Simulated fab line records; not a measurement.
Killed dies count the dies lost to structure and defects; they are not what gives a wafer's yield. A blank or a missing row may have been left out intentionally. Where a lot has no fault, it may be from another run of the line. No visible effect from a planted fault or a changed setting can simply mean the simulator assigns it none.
Chamber matching | flow nand harc | 4 sister chambers for NHARC_P_M2_STRIP_18 on rie diel-05
The step strips in N2/H2. 4 wafers are shown with their chamber, then 9 later ones without.

== EACH WAFER AND ITS CHAMBER ==
wafer  | chamber | drypump motor current A (A)
L087.2 | 0       | 5.5
L087.5 | 3       | 5.0
L088.4 | 2       | 6.0
L088.5 | 1       | 5.9

== WAFERS WITH NO CHAMBER GIVEN ==
wafer  | drypump motor current A (A)
L090.1 | 5.5
L090.5 | 5.9
L090.6 | 5.1
L091.3 | 5.9
L091.4 | 5.5
L091.6 | 5.5
L096.1 | 5.9
L096.2 | 5.0
L096.3 | 6.0

== THE CHAMBER EACH PASSED THROUGH ==
wafer  | from the rows above | in truth
L090.1 | 0                   | 0
L090.5 | 1                   | 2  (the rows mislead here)
L090.6 | 3                   | 3
L091.3 | 1                   | 1
L091.4 | 0                   | 0
L091.6 | 0                   | 0
L096.1 | 1                   | 1
L096.2 | 3                   | 3
L096.3 | 2                   | 2
Correct placement for 8 of the 9. Number that these rows cannot place: 0. Placed wrongly: 1.
How it was worked out, from the rows above alone: a wafer's distance from a chamber is the root of the sum, over the readings, of the square of ((its reading less the chamber's mean) divided by the reading's scatter). The wafer belongs to the nearest chamber; if the next one is less than 2 further off, it can't be placed. Each chamber's mean is taken over the wafers shown for it. The scatter: with one shown wafer a chamber, the root of the mean of the squares of how far each hidden wafer lies from its nearest shown one.
